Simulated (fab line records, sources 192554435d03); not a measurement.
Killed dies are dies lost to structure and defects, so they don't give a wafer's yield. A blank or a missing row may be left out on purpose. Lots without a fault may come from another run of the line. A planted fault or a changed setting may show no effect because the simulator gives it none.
Chamber matching :: flow n5 finfet :: 3 sister chambers for N5_BEOL_M2_PECVD_72 on pecvd-04
The step deposits SiO2 from TEOS/O2, target thk 16 nm, time 18 s. 3 wafers are shown with their chamber, then 10 later ones without.

== EACH WAFER AND ITS CHAMBER ==
wafer: L090.2
chamber: 0
showerhead plenum p Torr (Torr): 8.75

wafer: L090.3
chamber: 1
showerhead plenum p Torr (Torr): 8.97

wafer: L092.5
chamber: 2
showerhead plenum p Torr (Torr): 8.79

== WAFERS WITH NO CHAMBER GIVEN ==
wafer: L092.6
showerhead plenum p Torr (Torr): 8.95

wafer: L093.1
showerhead plenum p Torr (Torr): 8.75

wafer: L093.2
showerhead plenum p Torr (Torr): 8.98

wafer: L093.3
showerhead plenum p Torr (Torr): 8.80

wafer: L096.1
showerhead plenum p Torr (Torr): 8.97

wafer: L096.2
showerhead plenum p Torr (Torr): 8.74

wafer: L096.4
showerhead plenum p Torr (Torr): 8.76

wafer: L097.4
showerhead plenum p Torr (Torr): 8.79

wafer: L097.5
showerhead plenum p Torr (Torr): 8.75

wafer: L097.6
showerhead plenum p Torr (Torr): 8.98

== WHICH CHAMBER EACH ONE RAN IN ==
wafer: L092.6
from the rows above: 1
in truth: 1

wafer: L093.1
from the rows above: 0
in truth: 0

wafer: L093.2
from the rows above: 1
in truth: 1

wafer: L093.3
from the rows above: 2
in truth: 2

wafer: L096.1
from the rows above: 1
in truth: 1

wafer: L096.2
from the rows above: 0
in truth: 0

wafer: L096.4
from the rows above: 0
in truth: 0

wafer: L097.4
from the rows above: 2
in truth: 2

wafer: L097.5
from the rows above: 0
in truth: 0

wafer: L097.6
from the rows above: 1
in truth: 1
Placed correctly: 10 of 10. Not placeable from these rows: 0. Wrongly placed: 0.
How it was worked out, from the rows above alone: a wafer's distance from a chamber is the root of the sum, over the readings, of the square of ((its reading less the chamber's mean) divided by the reading's scatter). The wafer belongs to the nearest chamber; if the next one is less than 2 further off, it can't be placed. The mean given for a chamber averages the wafers shown for that chamber. The scatter (one wafer shown for each chamber): square how far every hidden wafer sits from the nearest shown wafer, average those squares and take the square root.
